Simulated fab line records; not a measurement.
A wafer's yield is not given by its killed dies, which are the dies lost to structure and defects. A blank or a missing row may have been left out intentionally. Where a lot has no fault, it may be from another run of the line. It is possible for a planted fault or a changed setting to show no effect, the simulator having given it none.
Shared-tool check | flow n5Finfet | 11 lots, 33 wafers sampled

## WHAT PROMPTED THE OPENING
At N5_BEOL_M10_OVL_MEAS_29 the reading V9_OVL is flagged on 2 of 11 lots. Fault-free wafers read -0.6 nm, with a standard deviation of 0.8.
Rule: flag the lot when none of its wafers has a number, or when each of its wafers that has one lies beyond 4 standard deviations from that mean. All remaining lots are regarded as sound.

lot  | measured     | on         | V9_OVL (nm), wafer by wafer | flag
L246 | day 10 07:39 | overlay-02 | -1.1 -0.6 0.0               | 
L251 | day 11 15:46 | overlay-01 | -0.5 -0.7 -1.0              | 
L250 | day 11 16:03 | overlay-01 | -1.9 -0.1 -1.0              | 
L254 | day 12 17:22 | overlay-02 | -1.5 0.5 -0.7               | 
L255 | day 13 02:53 | overlay-02 | 1.3 0.1 1.0                 | 
L260 | day 14 21:14 | overlay-02 | 9.3 8.7 9.2                 | FLAGGED
L259 | day 14 22:16 | overlay-01 | 9.2 8.6 8.7                 | FLAGGED
L265 | day 17 04:55 | overlay-02 | -0.9 0.4 -0.7               | 
L269 | day 17 04:58 | overlay-01 | -1.1 -0.9 -1.4              | 
L268 | day 17 07:37 | overlay-01 | -0.4 0.1 -0.3               | 
L267 | day 17 11:34 | overlay-02 | -0.2 0.5 0.3                | 
The mean of the flagged lots' numbers is 8.9 nm, +9.5 nm from the usual (+12 standard deviations).

## WHICH TOOL EACH LOT WENT THROUGH
2 process steps preceding the reading are held in the record, out of 1938 steps in the route. Each cell gives the tool, then ch followed by the chambers the sampled wafers passed through, then the start.
lot  | flag    | N5_BEOL_M10_HM_OPEN_17           | N5_BEOL_M10_EXPOSE_25
L246 |         | rieMetal-03 ch 0,1, day 10 05:42 | arfiScanner-01 ch 0, day 10 07:29
L251 |         | rieMetal-01 ch 0,1, day 11 15:02 | arfiScanner-01 ch 0, day 11 15:37
L250 |         | rieMetal-02 ch 0,1, day 11 15:19 | arfiScanner-01 ch 0, day 11 15:55
L254 |         | rieMetal-03 ch 0,1, day 12 16:01 | arfiScanner-03 ch 0, day 12 17:13
L255 |         | rieMetal-02 ch 1, day 12 23:49   | arfiScanner-03 ch 0, day 13 02:44
L260 | FLAGGED | rieMetal-03 ch 0,1, day 14 20:36 | arfiScanner-01 ch 0, day 14 21:04
L259 | FLAGGED | rieMetal-01 ch 0,1, day 14 21:18 | arfiScanner-01 ch 0, day 14 22:05
L265 |         | rieMetal-01 ch 1, day 17 02:21   | arfiScanner-02 ch 0, day 17 04:45
L269 |         | rieMetal-03 ch 0,1, day 17 02:36 | arfiScanner-02 ch 0, day 17 04:48
L268 |         | rieMetal-01 ch 1, day 17 07:04   | arfiScanner-02 ch 0, day 17 07:28
L267 |         | rieMetal-03 ch 0,1, day 17 09:56 | arfiScanner-03 ch 0, day 17 11:25
These steps, and what they do:
- N5_BEOL_M10_HM_OPEN_17: chemistry Cl2/BCl3, target TiN, target depth 20 nm, overetch 6 nm.
- N5_BEOL_M10_EXPOSE_25: exposes mask V9.
- N5_BEOL_M10_OVL_MEAS_29

## FLAGGED AGAINST TOTAL, ONE TOOL AT A TIME (gauges that did the reading follow at the end)
step                    | tool           | lots run | flagged | share of the flagged lots | sound lots run after its first flagged lot
N5_BEOL_M10_HM_OPEN_17  | rieMetal-01    | 4        | 1       | some                      | 2 (L265,L268)
N5_BEOL_M10_HM_OPEN_17  | rieMetal-02    | 2        | 0       | none                      | -
N5_BEOL_M10_HM_OPEN_17  | rieMetal-03    | 5        | 1       | some                      | 2 (L269,L267)
N5_BEOL_M10_EXPOSE_25   | arfiScanner-01 | 5        | 2       | all                       | 0
N5_BEOL_M10_EXPOSE_25   | arfiScanner-02 | 3        | 0       | none                      | -
N5_BEOL_M10_EXPOSE_25   | arfiScanner-03 | 3        | 0       | none                      | -
N5_BEOL_M10_OVL_MEAS_29 | overlay-01     | 5        | 1       | some                      | 2 (L269,L268)
N5_BEOL_M10_OVL_MEAS_29 | overlay-02     | 6        | 1       | some                      | 2 (L265,L267)

## WHAT THE TABLE PERMITS
Rows of the table that ran each flagged lot: 1, that is arfiScanner-01 at N5_BEOL_M10_EXPOSE_25.
- arfiScanner-01 at N5_BEOL_M10_EXPOSE_25: 2 of its 5 lots flagged. Its last sound lot is L250 (day 11 15:55), its first flagged lot L260 (day 14 21:04): a fault that began between those two fits.
Left over: one tool, arfiScanner-01 at N5_BEOL_M10_EXPOSE_25.

## WHAT WAS PUT IN BY THE SIMULATOR
Scanner matching overlay: arfiScanner-01, from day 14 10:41 on, at N5_BEOL_M10_EXPOSE_25. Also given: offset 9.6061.
Struck lots among those shown: L260, L259. The rule given above showed the same thing.
